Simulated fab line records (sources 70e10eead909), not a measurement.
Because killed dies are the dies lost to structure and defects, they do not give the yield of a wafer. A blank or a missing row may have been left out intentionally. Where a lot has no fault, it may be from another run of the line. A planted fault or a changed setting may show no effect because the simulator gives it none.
Problem report, 8D (eight disciplines) form, completed by code | flow nand harc | the parts of the form that need people (team, actions taken, sign-off) are left out

1. WHAT WENT WRONG
Wafers without a fault read 348.5 W with a standard deviation of 1.2, while rf fwd power W at NHARC_A_STAIRCASE_DEP_280 averages 208.8 W across 2 wafers of 1 lot. That is -99 or more standard deviations from the usual mean.
The step: deposits SiON, target thk 30 nm.
Earliest sighting: wafer L243.3 on pecvd-04 at day 23 06:58. At this step, 15 wafers from 5 lots have a number in the record. Rule for "out", or "out of limits": more than 4 standard deviations from the usual mean. All remaining wafers that have a number are taken as sound.

2. WHAT IT IS AND WHAT IT IS NOT
question                    | is                               | is not
which readings at this step | rf fwd power W, showerhead vpp V | -
which lots                  | L243                             | L232, L234, L245, L249
which wafers of those lots  | L243.3, L243.5                   | L243.2
read on which tools         | pecvd-04                         | pecvd-01
when                        | from day 23 06:58                | up to then (10 sound wafers); but 3 sound wafers of L249 came after

3. WHAT RULES OUT EACH SUSPECT
Counting: any tool at a process step up to the reading remains a suspect provided it ran every lot that is out. Sound lots after the first of them don't rule it out here, since some wafers of a struck lot are sound.
- rie diel-04 at NHARC_A_STAIRCASE_DESCUM_270 (chemistry O2, time 3 s): kept. The lot that is out, L243, ran on it at day 23 01:58; the last sound lot it ran before that was L245, at day 23 00:02.
- rie diel-04 at NHARC_A_STAIRCASE_ETCH_271 (etches the open film in CF4/CHF3): kept. The lot that is out, L243, ran on it at day 23 02:04; the last sound lot it ran before that was L245, at day 23 00:11.
- rie diel-04 at NHARC_A_STAIRCASE_ETCH_451 (etches the open film in CF4/O2, target depth 30 nm, overetch 3 nm, time 16.5 s): kept. The lot that is out, L243, ran on it at day 23 06:58; the last sound lot it ran before that was L245, at day 23 05:07. NHARC_A_STAIRCASE_ETCH_451 gives no start for some lots, so the hours and the order of its lots are those of NHARC_A_STAIRCASE_DEP_280.
- rie diel-04 at NHARC_A_STAIRCASE_ETCH_273 (etches the open film in C4F8/O2/Ar, target depth 10200 nm, time 2468.6 s): kept. The lot that is out, L243, ran on it at day 23 06:58; the last sound lot it ran before that was L245, at day 23 05:07. NHARC_A_STAIRCASE_ETCH_273 gives no start for some lots, so the hours and the order of its lots are those of NHARC_A_STAIRCASE_DEP_280.
- rie diel-04 at NHARC_A_STAIRCASE_STRIP_274 (strips in O2): kept. The lot that is out, L243, ran on it at day 23 06:58; the last sound lot it ran before that was L245, at day 23 05:07. NHARC_A_STAIRCASE_STRIP_274 gives no start for some lots, so the hours and the order of its lots are those of NHARC_A_STAIRCASE_DEP_280.
- pecvd-04 at NHARC_A_STAIRCASE_DEP_280 (deposits SiON, target thk 30 nm): kept. The lot that is out, L243, ran on it at day 23 06:58; the last sound lot it ran before that was L234, at day 18 21:20. Its own rf fwd power W, showerhead vpp V readings are out on those wafers.
- Within rie diel-04 at NHARC_A_STAIRCASE_DESCUM_270: the wafers that are out ran in chambers 2, 3; their sound lot-mates ran in chamber 0.
- Within rie diel-04 at NHARC_A_STAIRCASE_ETCH_271: the wafers that are out ran in chamber 1; their sound lot-mates ran in chamber 2.
- Within rie diel-04 at NHARC_A_STAIRCASE_ETCH_451: the wafers that are out ran in chamber 1; their sound lot-mates ran in chamber 0.
- Within rie diel-04 at NHARC_A_STAIRCASE_ETCH_273: the wafers that are out ran in chambers 0, 2; their sound lot-mates ran in chamber 3.
- Within pecvd-04 at NHARC_A_STAIRCASE_DEP_280: the wafers that are out ran in chamber 0; their sound lot-mates ran in chamber 2.
Left after counting: rie diel-04 at NHARC_A_STAIRCASE_DESCUM_270, rie diel-04 at NHARC_A_STAIRCASE_ETCH_271, rie diel-04 at NHARC_A_STAIRCASE_ETCH_451, rie diel-04 at NHARC_A_STAIRCASE_ETCH_273, rie diel-04 at NHARC_A_STAIRCASE_STRIP_274, pecvd-04 at NHARC_A_STAIRCASE_DEP_280.

4. THE CAUSE (what the simulator had put in)
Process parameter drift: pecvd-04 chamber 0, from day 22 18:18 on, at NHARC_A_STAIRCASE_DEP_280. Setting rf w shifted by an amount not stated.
After counting, 6 suspects remain, this tool included.

5. SEQUENCE OF EFFECTS, ordered by route
One row per reading whose mean, taken over the struck wafers that have a number, lies over 3 standard deviations from the usual. Scope: only readings with a usual standard deviation given in the record; hours: median across lots of the time from each lot's start at the first step in this table that gives one to its start at this step; sigmas: change in usual standard deviations.
hours | step                      | reading          | usual   | on struck wafers | change | sigmas
0     | NHARC_A_STAIRCASE_DEP_280 | rf fwd power W   | 348.5 W | 208.8            | -139.7 | -99 or more
0     | NHARC_A_STAIRCASE_DEP_280 | showerhead vpp V | 1149 V  | 896              | -254   | -4.8
Here are the process steps it includes:
- NHARC_A_STAIRCASE_DEP_280: deposits SiON, target thk 30 nm.
At these later measuring or inspecting steps, every struck wafer for which the step has a row has a number for every such reading, and none has moved that far: NHARC_END_SORT_01.

6. WHAT WOULD HAVE CAUGHT IT SOONER
In this record no reading fell out of limits until day 23 06:58, 13 hours after the fault had begun at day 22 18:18.
